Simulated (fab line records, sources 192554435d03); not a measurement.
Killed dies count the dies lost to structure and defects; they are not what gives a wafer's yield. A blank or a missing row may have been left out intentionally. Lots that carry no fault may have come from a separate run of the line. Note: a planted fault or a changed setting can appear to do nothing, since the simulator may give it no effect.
fab line records | flow n5Finfet
record lots=9 | wafers=27 | lastDay=18
route steps=1938 shown SDB@364 DUMMY_REMOVAL@377 BEOL_M4@1111
lots with no fault: from the same line, run without faults
startH: start of the lot's first displayed wafer, in hours after the record's first day | waitH: hours from the lot's prior step to this one | " as in the row above | L1.1+2: one row covering several wafers at once | - value missing, or start not given | * or withheld: withheld | < > ~ a bound
route shown NAME@n: NAME is a module with steps in the file, n the number in the route of the first one | usual: mean/standard deviation taken from wafers without a fault | same: alike in all rows | chamber/n: place in a boat | sites: the reading at each site | _std_site: how widely they spread, as a standard deviation | _edge_site: the outer-site mean with the inner-site mean subtracted | radiusMm: for every site, how far away it sits from the centre of the wafer | mask NAME#n: copy n | behind: the tool/chamber that last shaped the wafer | hold: cause of the lot's hold/its duration in hours/its outcome | device: names the non-switching transistor (n, p or np) | end of line: the route-end tests of the same wafers | step lacking rows: just its recipe | killed: dies that structure and defects cost at the first sort, which is not the same as the wafer's yield | map: dies across one wafer; x = killed, . = not, _ = none there
set.NAME: the run value of the setting; set.NAME@STEP: its run value at that earlier step | model.NAME: the simulator's own value behind a step, which no gauge read
the route's steps for a sample of lots (tables are steps, rows are wafers)
services: a tool's chamber out of use, with start hour (startH, from the record's first day; less than 0 if before it), hours out, and reason
## steps
# step N5_SDB_HM_OPEN_20
# recipe chemistry=CH3F/O2 | target=SiNx | maskMaterial=SOC | targetDepthA=240 | stopOn=poly-Si | overEtchFrac=0.4 | ionEnergyEv=120 | pressureMtorr=30 | sourceW=395 | biasW=73 | Ar_flow_sccm=150 | CH3F_flow_sccm=30 | O2_flow_sccm=20
# usual drypumpMotorCurrentA=5.8/0.55 | mfcArSccm=150.1/0.48 | oesProductAu=0.65/0.056 | rfVppV=296/5.4 | showerheadPlenumPTorr=2.00/0.056 | throttleValvePct=16.38/0.29
lot.wafer | tool       | chamber | startH | waitH | drypumpMotorCurrentA | mfcArSccm | oesProductAu | rfHoursCounterH | rfVppV | showerheadPlenumPTorr | throttleValvePct
L640.1    | rieDiel-04 | 3       | 79.55  | 0.0   | 5.3                  | 150.4     | 0.64         | 133             | 299    | 1.93                  | 16.49
L640.4    | "          | 1       | "      | "     | 6.0                  | 150.1     | 0.61         | 184             | 302    | 1.98                  | 16.64
L640.5    | "          | 3       | "      | "     | 5.3                  | 149.7     | 0.64         | -               | 299    | 1.93                  | 16.48
L641.3    | rieDiel-01 | 3       | 85.33  | 0.0   | 6.3                  | 149.8     | 0.71         | 30              | 294    | 2.04                  | 15.84
L641.5    | "          | 0       | "      | "     | 5.3                  | 150.3     | 0.77         | -               | 290    | 2.05                  | 16.27
L641.6    | "          | 1       | "      | "     | 5.4                  | 149.7     | 0.72         | -               | 296    | 2.06                  | 16.23
L642.1    | rieDiel-01 | 2       | 95.81  | 0.0   | 5.1                  | 150.5     | 0.66         | 66              | 304    | 1.94                  | 16.24
L642.2    | "          | 1       | "      | "     | 5.5                  | 149.8     | 0.70         | 42              | 295    | 2.06                  | 16.22
L642.5    | "          | 1       | "      | "     | 5.5                  | 149.5     | 0.69         | -               | 296    | 2.06                  | 16.23
L649.1    | rieDiel-04 | 0       | 131.73 | 0.0   | 6.8                  | 150.6     | 0.58         | 186             | 299    | 1.91                  | 16.71
L649.3    | "          | 2       | "      | "     | 6.1                  | 149.1     | 0.72         | 31              | 290    | 1.94                  | 15.95
L649.6    | "          | 0       | "      | "     | 6.8                  | 149.3     | 0.61         | -               | 302    | 1.91                  | 16.71
L651.2    | rieDiel-01 | 3       | 148.11 | 0.0   | 6.2                  | 150.6     | 0.68         | 52              | 293    | 2.03                  | 15.86
L651.3    | "          | 1       | "      | "     | 5.5                  | 151.1     | 0.66         | 62              | 297    | 2.05                  | 16.26
L651.5    | "          | 0       | "      | "     | 5.3                  | 149.8     | 0.72         | -               | 289    | 2.04                  | 16.33
L652.3    | rieDiel-01 | 0       | 151.49 | 0.0   | 5.3                  | 149.5     | 0.71         | 39              | 289    | 2.04                  | 16.34
L652.5    | "          | 3       | "      | "     | 6.2                  | 150.3     | 0.69         | -               | 292    | 2.03                  | 15.87
L652.6    | "          | 0       | "      | "     | 5.3                  | 149.9     | 0.73         | -               | 287    | 2.04                  | 16.33
L653.1    | rieDiel-02 | 0       | 156.20 | 0.0   | 5.6                  | 150.9     | 0.58         | 231             | 294    | 2.06                  | 16.65
L653.2    | "          | 1       | "      | "     | 6.6                  | 150.0     | 0.59         | 157             | 301    | 2.00                  | 16.59
L653.3    | "          | 2       | "      | "     | 5.8                  | 150.7     | 0.60         | 167             | 302    | 2.07                  | 16.36
L658.1    | rieDiel-04 | 0       | 185.36 | 0.0   | 6.8                  | 149.4     | 0.59         | 202             | 300    | 1.90                  | 16.75
L658.4    | "          | 3       | "      | "     | 5.3                  | 149.6     | 0.62         | 169             | 298    | 1.92                  | 16.55
L658.5    | "          | 2       | "      | "     | 6.1                  | 149.2     | 0.72         | -               | 290    | 1.93                  | 15.97
L661.3    | rieDiel-01 | 1       | 206.46 | 0.0   | 5.4                  | 149.6     | 0.65         | 81              | 298    | 2.04                  | 16.29
L661.5    | "          | 0       | "      | "     | 5.3                  | 150.8     | 0.71         | -               | 289    | 2.04                  | 16.37
L661.6    | "          | 3       | "      | "     | 6.2                  | 149.7     | 0.67         | -               | 294    | 2.03                  | 15.91
# step N5_SDB_CMP_30
# recipe stopOn=poly-Si | tOverpolishS=1.54 | postCmpClean=alkalineBrush | downForcePsi=4.1491 | platenRpm=51.796 | padVelocityMS=1.0306 | targetThkNm=30
# usual headPressurePsi=4.149/0.0099 | motorCurrentA=12.3/1.4 | overpolishRunS=1.540/0.0087 | retainingRingPressureFrac=1.000/0.0047 | slurryFlowMlMin=150.0/0.48 | timeToEndpointS=16.7/2.8
lot.wafer | tool   | chamber | startH | waitH | headPressurePsi | motorCurrentA | overpolishRunS | retainingRingPressureFrac | slurryFlowMlMin | timeToEndpointS
L640.1    | cmp-01 | 2       | 82.85  | 1.4   | 4.160           | 13.4          | 1.540          | 0.999                     | 149.6           | 18.4
L640.4    | "      | 0       | "      | "     | 4.136           | 14.1          | 1.548          | 1.002                     | 150.1           | 21.0
L640.5    | "      | 2       | "      | "     | 4.166           | 13.0          | 1.539          | 1.004                     | 150.3           | 17.8
L641.3    | cmp-02 | 0       | 88.84  | 1.4   | 4.152           | 13.5          | 1.546          | 1.003                     | 150.2           | 17.7
L641.6    | "      | 3       | "      | "     | 4.155           | 10.3          | 1.543          | 1.009                     | 149.9           | 13.9
L641.5    | "      | 0       | "      | "     | 4.135           | 12.8          | 1.536          | 1.003                     | 150.1           | 15.2
L642.2    | cmp-01 | 2       | 99.43  | 1.4   | 4.161           | 13.3          | 1.542          | 1.004                     | 150.0           | 18.9
L642.1    | "      | 1       | "      | "     | 4.141           | 12.0          | 1.544          | 0.997                     | 149.2           | 19.6
L642.5    | "      | 3       | "      | "     | 4.147           | 11.2          | 1.541          | 0.999                     | 148.5           | 20.3
L649.1    | cmp-02 | 0       | 135.41 | 1.4   | 4.148           | 13.5          | 1.544          | 1.000                     | 149.4           | 15.3
L649.3    | "      | 2       | "      | "     | 4.133           | 14.0          | 1.544          | 1.001                     | 149.4           | 15.8
L649.6    | "      | 0       | "      | "     | 4.150           | 13.3          | 1.533          | 1.003                     | 149.7           | 17.6
L651.3    | cmp-03 | 3       | 151.47 | 1.4   | 4.161           | 11.4          | 1.551          | 1.004                     | 149.9           | 17.1
L651.2    | "      | 0       | "      | "     | 4.149           | 10.9          | 1.542          | 1.009                     | 150.3           | 11.9
L651.5    | "      | 3       | "      | "     | 4.148           | 11.8          | 1.537          | 1.001                     | 150.3           | 15.5
L652.3    | cmp-02 | 1       | 155.00 | 1.5   | 3.022           | 11.2          | 1.542          | 0.995                     | 150.1           | 22.4
L652.5    | "      | 2       | "      | "     | 3.007           | 11.9          | 1.533          | 0.996                     | 150.3           | 19.7
L652.6    | "      | 3       | "      | "     | 3.026           | 8.2           | 1.528          | 0.993                     | 150.1           | 17.6
L653.1    | cmp-02 | 3       | 159.54 | 1.4   | 3.028           | 8.4           | 1.552          | 1.003                     | 149.6           | 18.0
L653.3    | "      | 0       | "      | "     | 3.016           | 10.7          | 1.552          | 0.998                     | 149.6           | 22.0
L653.2    | "      | 1       | "      | "     | 3.027           | 11.8          | 1.547          | 0.995                     | 149.7           | 22.0
L658.1    | cmp-03 | 0       | 188.92 | 1.6   | 4.148           | 10.6          | 1.535          | 1.006                     | 149.8           | 15.6
L658.4    | "      | 1       | "      | "     | 4.146           | 10.9          | 1.551          | 1.004                     | 150.2           | 22.6
L658.5    | "      | 3       | "      | "     | 4.142           | 11.3          | 1.552          | 1.000                     | 150.0           | 20.6
L661.3    | cmp-01 | 3       | 209.94 | 1.4   | 4.147           | 11.7          | 1.547          | 0.994                     | 151.1           | 15.1
L661.5    | "      | 2       | "      | "     | 4.150           | 13.7          | 1.540          | 0.998                     | 150.0           | 16.0
L661.6    | "      | 3       | "      | "     | 4.152           | 11.0          | 1.518          | 0.995                     | 150.0           | 13.7
# step N5_SDB_THK_MEAS_31
# recipe reads=a-Si_of_DUMMY_GATE_CVD_03
# usual SDB_THK=64.3/1.3
lot.wafer | tool         | chamber | startH | waitH | SDB_THK[nm]
L640.1    | filmMetro-01 | -       | 83.15  | -     | 66.7
L640.4    | "            | -       | "      | "     | 66.6
L640.5    | "            | -       | "      | "     | 64.6
L641.3    | filmMetro-01 | -       | 89.09  | -     | 64.9
L641.5    | "            | -       | "      | "     | 62.1
L641.6    | "            | -       | "      | "     | 63.5
L642.1    | filmMetro-02 | -       | 99.73  | -     | 63.9
L642.2    | "            | -       | "      | "     | 62.9
L642.5    | "            | -       | "      | "     | 63.0
L649.1    | filmMetro-01 | -       | 135.67 | -     | 65.0
L649.3    | "            | -       | "      | "     | 63.3
L649.6    | "            | -       | "      | "     | 64.5
L651.2    | filmMetro-01 | -       | 151.72 | -     | 64.9
L651.3    | "            | -       | "      | "     | 65.7
L651.5    | "            | -       | "      | "     | 64.6
L652.3    | filmMetro-01 | -       | 155.19 | -     | 66.3
L652.5    | "            | -       | "      | "     | 64.0
L652.6    | "            | -       | "      | "     | 67.8
L653.1    | filmMetro-01 | -       | 159.79 | -     | 65.0
L653.2    | "            | -       | "      | "     | 62.1
L653.3    | "            | -       | "      | "     | 64.2
L658.1    | filmMetro-02 | -       | 189.14 | -     | 66.2
L658.4    | "            | -       | "      | "     | 65.2
L658.5    | "            | -       | "      | "     | 64.1
L661.3    | filmMetro-02 | -       | 210.20 | -     | 64.4
L661.5    | "            | -       | "      | "     | 64.7
L661.6    | "            | -       | "      | "     | 63.1
# step N5_DUMMY_REMOVAL_HM_STRIP_01
# recipe chemistry=CH3F/O2 | material=SiNx | targetDepthA=40 | stopOn=poly-Si | timeS=6.8 | overEtchFrac=0.3 | ionEnergyEv=60 | powerW=410 | biasW=29 | Ar_flow_sccm=150 | CH3F_flow_sccm=30 | O2_flow_sccm=20
# usual drypumpMotorCurrentA=5.42/0.3 | mfcArSccm=150.0/0.44 | oesProductAu=0.62/0.066 | rfVppV=127.8/0.99 | showerheadPlenumPTorr=2.03/0.06 | throttleValvePct=16.33/0.24
lot.wafer | tool       | chamber | startH | waitH | drypumpMotorCurrentA | mfcArSccm | oesProductAu | rfHoursCounterH | rfVppV | showerheadPlenumPTorr | throttleValvePct
L640.1    | rieDiel-03 | 1       | 83.25  | 0.1   | 5.28                 | 150.4     | 0.70         | 26              | 128.5  | 2.14                  | 16.26
L640.4    | "          | 3       | "      | "     | 5.15                 | 149.9     | 0.57         | 213             | 126.4  | 2.05                  | 16.57
L640.5    | "          | 1       | "      | "     | 5.28                 | 150.5     | 0.71         | -               | 127.6  | 2.14                  | 16.28
L641.3    | rieDiel-05 | 3       | 89.23  | 0.1   | 5.34                 | 149.7     | 0.61         | 131             | 127.6  | 2.00                  | 16.32
L641.5    | "          | 2       | "      | "     | 5.71                 | 149.9     | 0.57         | -               | 128.2  | 2.07                  | 16.42
L641.6    | "          | 0       | "      | "     | 5.02                 | 150.1     | 0.57         | -               | 127.7  | 2.05                  | 16.67
L642.1    | rieDiel-05 | 3       | 99.79  | 0.0   | 5.29                 | 150.2     | 0.61         | 136             | 127.4  | 2.00                  | 16.32
L642.2    | "          | 1       | "      | "     | 5.46                 | 150.0     | 0.83         | 0               | 127.9  | 1.96                  | 15.80
L642.5    | "          | 3       | "      | "     | 5.32                 | 150.0     | 0.62         | -               | 126.3  | 2.00                  | 16.32
L649.1    | rieDiel-03 | 0       | 135.82 | 0.1   | 5.93                 | 150.1     | 0.59         | 177             | 127.4  | 1.99                  | 16.09
L649.3    | "          | 1       | "      | "     | 5.29                 | 150.3     | 0.68         | 44              | 128.7  | 2.14                  | 16.29
L649.6    | "          | 0       | "      | "     | 5.93                 | 150.4     | 0.60         | -               | 127.5  | 1.99                  | 16.10
L651.2    | rieDiel-03 | 0       | 151.78 | 0.0   | 5.93                 | 150.3     | 0.59         | 183             | 128.4  | 1.98                  | 16.10
L651.3    | "          | 3       | "      | "     | 5.14                 | 150.2     | 0.56         | 236             | 128.7  | 2.05                  | 16.63
L651.5    | "          | 3       | "      | "     | 5.16                 | 150.1     | 0.56         | -               | 128.7  | 2.05                  | 16.61
L652.3    | rieDiel-03 | 2       | 155.27 | 0.1   | 5.27                 | 149.9     | 0.56         | 222             | 128.5  | 1.98                  | 16.48
L652.5    | "          | 0       | "      | "     | 5.95                 | 150.3     | 0.59         | -               | 126.6  | 1.98                  | 16.11
L652.6    | "          | 3       | "      | "     | 5.15                 | 149.7     | 0.56         | -               | 127.3  | 2.05                  | 16.61
L653.1    | rieDiel-05 | 0       | 160.07 | 0.3   | 5.00                 | 150.2     | 0.55         | 243             | 128.2  | 2.05                  | 16.71
L653.2    | "          | 3       | "      | "     | 5.31                 | 150.3     | 0.61         | 151             | 127.7  | 1.99                  | 16.37
L653.3    | "          | 1       | "      | "     | 5.46                 | 149.9     | 0.76         | 16              | 126.6  | 1.96                  | 15.82
L658.1    | rieDiel-05 | 1       | 189.20 | 0.0   | 5.48                 | 150.4     | 0.74         | 26              | 128.3  | 1.95                  | 15.83
L658.4    | "          | 2       | "      | "     | 5.71                 | 149.9     | 0.77         | -               | 129.6  | 2.06                  | 16.05
L658.5    | "          | 3       | "      | "     | 5.31                 | 150.4     | 0.59         | -               | 127.4  | 1.99                  | 16.36
L661.3    | rieDiel-03 | 0       | 210.29 | 0.1   | 5.92                 | 149.9     | 0.58         | 200             | 127.9  | 1.98                  | 16.16
L661.5    | "          | 2       | "      | "     | 5.26                 | 149.5     | 0.55         | -               | 128.4  | 1.97                  | 16.52
L661.6    | "          | 0       | "      | "     | 5.94                 | 150.0     | 0.58         | -               | 126.3  | 1.98                  | 16.14
# step N5_BEOL_M4_RC_MEAS_101
# usual DIBL_N=36.4/1.7 | DIBL_P=36.4/2.1 | IOFF_N=0.16/0.035 | IOFF_P=0.21/0.035 | ION_N=680/11 | ION_P=465/6.8 | SS_N=71.5/0.58 | SS_P=73.2/0.72 | VT_N=249/3.6 | VT_P=-250/3.1
lot.wafer | tool      | chamber | startH | waitH | DIBL_N[mV/V] | DIBL_P[mV/V] | IOFF_N[nA/um] | IOFF_P[nA/um] | ION_N[uA/um] | ION_P[uA/um] | SS_N[mV/dec] | SS_P[mV/dec] | VT_N[mV] | VT_P[mV]
L640.1    | prober-01 | 0       | 181.62 | 0.0   | 36.0         | 37.7         | 0.17          | 0.24          | 685          | 469          | 71.2         | 73.6         | 248      | -250
L640.4    | "         | 0       | "      | "     | 35.2         | 36.5         | 0.16          | 0.22          | 686          | 471          | 71.3         | 73.5         | 249      | -250
L640.5    | "         | 0       | "      | "     | 37.9         | 39.5         | 0.22          | 0.28          | 693          | 476          | 72.1         | 74.4         | 247      | -246
L641.3    | prober-01 | 0       | 191.48 | 0.3   | 35.5         | 36.7         | 0.17          | 0.22          | 701          | 472          | 71.6         | 73.9         | 246      | -246
L641.5    | "         | 0       | "      | "     | 36.5         | 37.4         | 0.20          | 0.23          | 691          | 463          | 71.4         | 73.5         | 246      | -246
L641.6    | "         | 0       | "      | "     | 34.6         | 35.5         | 0.16          | 0.19          | 686          | 464          | 71.5         | 73.5         | 250      | -251
L642.1    | prober-02 | 0       | 213.96 | 0.0   | 35.7         | 37.8         | 0.17          | 0.19          | 678          | 457          | 71.7         | 73.8         | 250      | -254
L642.2    | "         | 0       | "      | "     | 34.6         | 35.9         | 0.14          | 0.17          | 662          | 451          | 71.5         | 73.2         | 252      | -256
L642.5    | "         | 0       | "      | "     | 36.0         | 37.8         | 0.18          | 0.20          | 680          | 459          | 71.9         | 74.4         | 247      | -251
L649.1    | prober-02 | 0       | 233.07 | 0.0   | 37.5         | 39.5         | 0.18          | 0.23          | 680          | 463          | 71.6         | 74.5         | 249      | -249
L649.3    | "         | 0       | "      | "     | 37.0         | 37.7         | 0.16          | 0.20          | 662          | 456          | 71.4         | 73.6         | 250      | -251
L649.6    | "         | 0       | "      | "     | 38.2         | 39.3         | 0.19          | 0.22          | 677          | 458          | 71.7         | 74.7         | 247      | -249
L651.2    | prober-02 | 0       | 252.17 | 0.2   | 38.0         | 36.6         | 0.19          | 0.25          | 695          | 473          | 72.4         | 73.9         | 243      | -244
L651.3    | "         | 0       | "      | "     | 34.5         | 33.9         | 0.13          | 0.21          | 676          | 473          | 70.4         | 72.5         | 250      | -250
L651.5    | "         | 0       | "      | "     | 38.1         | 37.7         | 0.20          | 0.28          | 695          | 474          | 72.4         | 74.1         | 244      | -244
L652.3    | prober-01 | 0       | 256.67 | 0.3   | 34.4         | 34.9         | 0.12          | 0.16          | 665          | 453          | 69.9         | 72.7         | 255      | -258
L652.5    | "         | 0       | "      | "     | 36.8         | 37.8         | 0.15          | 0.20          | 668          | 456          | 71.1         | 73.4         | 254      | -252
L652.6    | "         | 0       | "      | "     | 37.4         | 38.2         | 0.16          | 0.20          | 682          | 465          | 71.3         | 73.6         | 253      | -254
L653.1    | prober-02 | 0       | 260.74 | 0.0   | 34.3         | 33.7         | 0.13          | 0.17          | 657          | 460          | 71.6         | 72.2         | 254      | -251
L653.2    | "         | 0       | "      | "     | 32.1         | 33.2         | 0.11          | 0.17          | 669          | 466          | 70.7         | 72.4         | 252      | -253
L653.3    | "         | 0       | "      | "     | 35.0         | 36.9         | 0.15          | 0.20          | 663          | 458          | 71.1         | 73.0         | 249      | -249
L658.1    | prober-01 | 0       | 302.39 | 0.0   | 36.7         | 38.0         | 0.19          | 0.23          | 681          | 460          | 71.7         | 73.4         | 245      | -249
L658.4    | "         | 0       | "      | "     | 35.4         | 35.9         | 0.17          | 0.19          | 684          | 460          | 71.5         | 73.1         | 246      | -253
L658.5    | "         | 0       | "      | "     | 35.4         | 36.5         | 0.18          | 0.19          | 690          | 466          | 71.6         | 73.5         | 248      | -254
L661.3    | prober-01 | 0       | 309.77 | 0.3   | 36.0         | 36.2         | 0.16          | 0.23          | 678          | 470          | 71.7         | 72.8         | 248      | -249
L661.5    | "         | 0       | "      | "     | 34.6         | 33.8         | 0.12          | 0.19          | 665          | 464          | 71.1         | 72.1         | 252      | -251
L661.6    | "         | 0       | "      | "     | 38.6         | 39.1         | 0.21          | 0.28          | 692          | 469          | 72.3         | 74.4         | 247      | -247
## services
tool       | chamber | startH | hours | kind
rieDiel-04 | 3       | 59.49  | 4.5   | repair
cmp-02     | -       | 62.47  | 4.0   | pm
rieDiel-02 | 3       | 62.52  | 4.2   | repair
cmp-03     | -       | 66.41  | 1.5   | repair
cmp-02     | -       | 66.47  | -     | consumableReplace:conditioner
cmp-02     | -       | 66.47  | -     | consumableReplace:pad
cmp-02     | -       | 68.14  | 3.8   | pm
rieDiel-05 | 1       | 77.53  | -     | clean
rieDiel-05 | 1       | 77.53  | -     | consumableReplace:focusRing
rieDiel-05 | 1       | 77.53  | 21.6  | scheduledDown
rieDiel-05 | 1       | 77.53  | 21.6  | ventCycle
rieDiel-05 | 0       | 91.43  | 9.1   | repair
cmp-02     | -       | 116.62 | 0.3   | repair
cmp-02     | -       | 117.34 | 1.2   | repair
cmp-02     | -       | 137.80 | 2.3   | repair
rieDiel-04 | 0       | 143.65 | 8.5   | repair
cmp-01     | -       | 145.79 | 4.0   | pm
cmp-02     | -       | 145.88 | 6.5   | pm
rieDiel-05 | 2       | 156.15 | -     | clean
rieDiel-05 | -       | 184.13 | 1.2   | repair
cmp-02     | -       | 187.17 | 3.8   | repair
cmp-03     | -       | 202.03 | 4.7   | pm
rieDiel-03 | 3       | 207.89 | 9.7   | repair
cmp-03     | -       | 209.37 | 4.0   | pm
## key
firstSign step=N5_SDB_CMP_30 | reading=headPressurePsi | direction=down | sigmas=99+ | usual=4.149 | struck=3.021
effect none on later readings
metAt N5_SDB_CMP_30
struckLots L652,L653
notActingAt N5_SDB_HM_OPEN_20,N5_SDB_THK_MEAS_31,N5_DUMMY_REMOVAL_HM_STRIP_01
onsetBetween 135.41 155.00
fault kind=processParameterDrift | tool=cmp-02 | chamber=- | onsetH=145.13 | steps=N5_SDB_CMP_30 | channel=downForcePsi | offset=-1.1342 | shape=step | endH=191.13 | actsIn=theseRecipesOnly | stated=4.1491
